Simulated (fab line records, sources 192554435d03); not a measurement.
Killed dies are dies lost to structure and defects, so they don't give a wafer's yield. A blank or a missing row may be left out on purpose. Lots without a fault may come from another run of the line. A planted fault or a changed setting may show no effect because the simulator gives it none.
Which tool did it? | flow n5_finfet | 9 lots, 26 wafers sampled, at 5 steps of a route of 1938

WHAT THE GAUGES READ, wafer by wafer
N5_BEOL_M4_RC_MEAS_101.
lot  | measured     | on        | IOFF_N_LONG (nA/um)
L709 | day 7 13:15  | prober-01 | 5.3e-05 5.3e-05 5.4e-05
L713 | day 8 22:30  | prober-01 | 5.2e-05 5.3e-05 5.3e-05
L714 | day 9 03:58  | prober-01 | 5.5e-05 5.4e-05 5.5e-05
L721 | day 10 19:13 | prober-02 | 5.3e-05 0.000136 5.2e-05
L723 | day 11 11:25 | prober-02 | 6e-05 0.000154
L724 | day 11 11:47 | prober-01 | 5.8e-05 5.7e-05 5.7e-05
L725 | day 11 19:21 | prober-01 | 5.4e-05 5.3e-05 5.3e-05
L729 | day 12 21:37 | prober-01 | 5.5e-05 5.7e-05 5.6e-05
L731 | day 13 16:04 | prober-02 | 5.2e-05 5.1e-05 5.1e-05

WHICH TOOL RAN EACH LOT (tool, then ch and the chambers of the sampled wafers, then the start)
lot  | N5_HKMG_FIN_ALD_36                 | N5_HKMG_FIN_DESCUM_17             | N5_HKMG_FIN_STRIP_88                | N5_HKMG_FIN_NWFM_ALD_20
L709 | ald_metal-03 ch 0,1,3, day 4 04:05 | rie_diel-04 ch 2,3, day 4 05:34   | plasma_asher-01 ch 0,1, day 4 07:10 | ald_metal-02 ch 0,2,3, day 4 07:33
L713 | ald_metal-02 ch 0,1,3, day 5 01:46 | rie_diel-01 ch 0,2, day 5 03:05   | plasma_asher-02 ch 0,1, day 5 04:40 | ald_metal-03 ch 1,2, day 5 05:03
L714 | ald_metal-02 ch 0,1,3, day 5 06:55 | rie_diel-01 ch 1,2,3, day 5 08:10 | plasma_asher-01 ch 0,1, day 5 09:54 | ald_metal-02 ch 0,1,2, day 5 10:17
L721 | ald_metal-03 ch 1,2,3, day 7 05:08 | rie_diel-03 ch 0,1,2, day 7 06:16 | plasma_asher-02 ch 0,1, day 7 07:50 | ald_metal-02 ch 0,1,3, day 7 08:14
L723 | ald_metal-02 ch 0,3, day 7 16:17   | rie_diel-01 ch 3, day 7 17:32     | plasma_asher-02 ch 0, day 7 19:08   | ald_metal-02 ch 0,3, day 7 19:31
L724 | ald_metal-03 ch 0,2,3, day 7 22:02 | rie_diel-03 ch 0,3, day 7 23:43   | plasma_asher-02 ch 0,1, day 8 01:28 | ald_metal-01 ch 0,2,3, day 8 01:47
L725 | ald_metal-01 ch 0,2,3, day 8 01:40 | rie_diel-04 ch 0,3, day 8 02:49   | plasma_asher-01 ch 0,1, day 8 04:31 | ald_metal-03 ch 2,3, day 8 04:46
L729 | ald_metal-03 ch 1,2, day 9 05:59   | rie_diel-03 ch 0,1,2, day 9 07:52 | plasma_asher-02 ch 0, day 9 09:43   | ald_metal-01 ch 0,1, day 9 10:07
L731 | ald_metal-02 ch 0,1,3, day 9 15:26 | rie_diel-01 ch 0,2,3, day 9 17:08 | plasma_asher-01 ch 0,1, day 9 18:56 | ald_metal-01 ch 1,2,3, day 9 19:20
- N5_HKMG_FIN_ALD_36: deposits TiN, target thk 1 nm, pulse time 1 s, purge time 3 s.
- N5_HKMG_FIN_DESCUM_17: chemistry O2, time 7.9 s.
- N5_HKMG_FIN_STRIP_88: strips in N2/H2, time 360 s.
- N5_HKMG_FIN_NWFM_ALD_20: deposits TiAlC, target thk 2 nm, pulse time 3 s, purge time 2 s.

THE ANSWER, worked out from the rows above alone
Rule: what is usual is taken from the lots themselves. Put in order of their means at a reading, lots are off if they are a third of the lots or fewer, leave a main group of 4 or more, and stand apart from it by a gap of 3 or more times the standard deviation of the main group's means; of several such gaps the widest counts. A main group whose means are all the same, to the digits that the tables above print for the reading, isn't used. A lot without any number at a reading at which 4 lots or more have one is off too. The other lots that the step has rows for count as sound.
Off: L721, L723, at N5_BEOL_M4_RC_MEAS_101 (IOFF_N_LONG). The main group: mean 5.4e-05 nA/um, standard deviation 1.9e-06.
A tool fits if, at a process step before that reading, it ran every lot that is off, and no sound lot after the first of them. The gauges at N5_BEOL_M4_RC_MEAS_101 are tried like those tools. One fits: ald_metal-02 at N5_HKMG_FIN_NWFM_ALD_20. Its last sound lot is L714 (day 5 10:17), its first lot that is off L721 (day 7 08:14): a fault that began between those two fits.

WHAT THE SIMULATOR HAD PUT IN
Process parameter drift: ald_metal-02, from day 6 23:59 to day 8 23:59, at N5_HKMG_FIN_NWFM_ALD_20. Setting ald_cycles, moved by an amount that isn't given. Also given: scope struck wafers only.
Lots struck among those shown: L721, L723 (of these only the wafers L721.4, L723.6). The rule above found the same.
